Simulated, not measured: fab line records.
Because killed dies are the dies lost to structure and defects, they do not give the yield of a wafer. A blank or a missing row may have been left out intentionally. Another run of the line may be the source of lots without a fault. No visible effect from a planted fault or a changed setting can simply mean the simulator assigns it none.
Split-lot trial	flow n5Finfet	21 wafers read across 7 lots, on a route 1938 steps long

## SPLIT DETAILS
At N5_BEOL_M1_COAT_05 (resist thk 30 nm), the setting spinRpm was moved away from the recipe's 1500 rpm on 10 of the 21 wafers read, by -9.0% to +10.9%. For the rest of the wafers, this setting stayed at what the recipe calls for.

## FROM THE SPLIT TO THE READING: what the file shows between them, 4 steps
- N5_BEOL_M1_EBR_07
- N5_BEOL_M1_SOFTBAKE_06: time 60 s
- N5_BEOL_M1_EXPOSE_08: exposes mask M1
- N5_BEOL_M1_PEB_09: peb time 60 s

## THE READING
CAR-EUV_of_BEOL_M1_COAT_05.thkNm (the simulator's own value, which no gauge read), in nm, at N5_BEOL_M1_DEVELOP_10 (develop time 30 s). There is no usual value for it anywhere in the file. Average 29.5 nm, standard deviation 0.12 nm, over the 11 wafers here run with the recipe.

wafer	tool, chamber at the split	spinRpm as run, rpm	against the recipe	CAR-EUV_of_BEOL_M1_COAT_05.thkNm, nm	against lot-mates on the recipe
L076.1	lithoTrack-01, 0	1613	+7.5%	28.4	no lot-mate on the recipe
L076.2	lithoTrack-01, 0	1613	+7.5%	28.4	no lot-mate on the recipe
L076.4	lithoTrack-01, 0	1613	+7.5%	28.4	no lot-mate on the recipe
L078.2	lithoTrack-01, 0	1500	recipe	29.4	-
L078.5	lithoTrack-01, 0	1500	recipe	29.4	-
L078.3	lithoTrack-01, 0	1500	recipe	29.6	-
L085.4	lithoTrack-04, 0	1500	recipe	29.6	-
L085.5	lithoTrack-04, 0	1643	+9.5%	28.2	-1.4
L085.6	lithoTrack-04, 0	1643	+9.5%	28.2	-1.4
L086.1	lithoTrack-01, 0	1500	recipe	29.6	-
L086.6	lithoTrack-01, 0	1500	recipe	29.6	-
L086.3	lithoTrack-01, 0	1663	+10.9%	28	-1.6
L092.1	lithoTrack-02, 0	1365	-9.0%	31	+1.4
L092.5	lithoTrack-02, 0	1365	-9.0%	31	+1.4
L092.2	lithoTrack-02, 0	1500	recipe	29.6	-
L093.2	lithoTrack-04, 0	1653	+10.2%	28	-1.4
L093.4	lithoTrack-04, 0	1500	recipe	29.4	-
L093.6	lithoTrack-04, 0	1500	recipe	29.4	-
L096.2	lithoTrack-02, 0	1500	recipe	29.8	-
L096.3	lithoTrack-02, 0	1581	+5.4%	28.8	-0.9
L096.4	lithoTrack-02, 0	1500	recipe	29.6	-

THE FIT
A straight line over all 21 wafers: CAR-EUV_of_BEOL_M1_COAT_05.thkNm changes by -0.151 nm for each +1% of spinRpm; r = -0.99; the points scatter about the line by 0.1 nm.
The same after taking each lot's own level away (the mean of its wafers on the recipe; 18 wafers): -0.149 nm for each +1%; r = -1.00; scatter 0.069 nm.
On that fit, the largest move of spinRpm shifts the reading by 1.6 nm.
From 29.40 to 29.70 nm: that is the span of the lots' own levels, equal to 2.4 times the standard deviation above.
Hence the lot-to-lot level has little effect on the slope; both slopes agree.
Check: for one of the wafers moved furthest among these (+10.9%), held out of the fit, the line's prediction against its lot-mates is -1.61 nm. It came out at -1.6 nm against them.

## THE OTHER SPLITS THESE WAFERS WENT THROUGH
Note: prior to the reading, these wafers also went through further splits. Each is held against what the fit with the lots' levels taken away leaves over:
other split on the same wafers	wafers away from the commonest value	r with CAR-EUV_of_BEOL_M1_COAT_05.thkNm (lot level and that fit taken away)
N5_SDB_EXPOSE_08 doseMj	4	+0.23
N5_HKMG_FIN_ETCH_55 timeS	7	+0.18
N5_GATE_CUT_ALD_22 aldCycles	7	+0.17
N5_MOL_CONTACT_COAG_ALD_123 aldCycles	6	-0.13
N5_MOL_CONTACT_COAG_ETCH_67 sourceW	8	-0.14
N5_BEOL_M0_ETCH_138 biasW	9	-0.41
N5_BEOL_M0_TRENCH_ETCH_107 targetDepthA	9	-0.06

## THE WHOLE CHAIN: every reading that the file lists as answering this split, in the file's order
step	what it does	reading	change (the file's fit)	r (the file's)
N5_BEOL_M1_COAT_05	resist thk 30 nm	CAR-EUV_of_BEOL_M1_COAT_05.thkNm (the simulator's own value, which no gauge read)	-0.14 nm for each +1% of the setting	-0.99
N5_BEOL_M1_DEVELOP_10	develop time 30 s	CAR-EUV_of_BEOL_M1_COAT_05.thkNm (the simulator's own value, which no gauge read)	-0.148 nm for each +1% of the setting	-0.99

## THE FILE'S OWN FIT
CAR-EUV_of_BEOL_M1_COAT_05.thkNm changes by -0.148 nm for each +1% of spinRpm, r = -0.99.
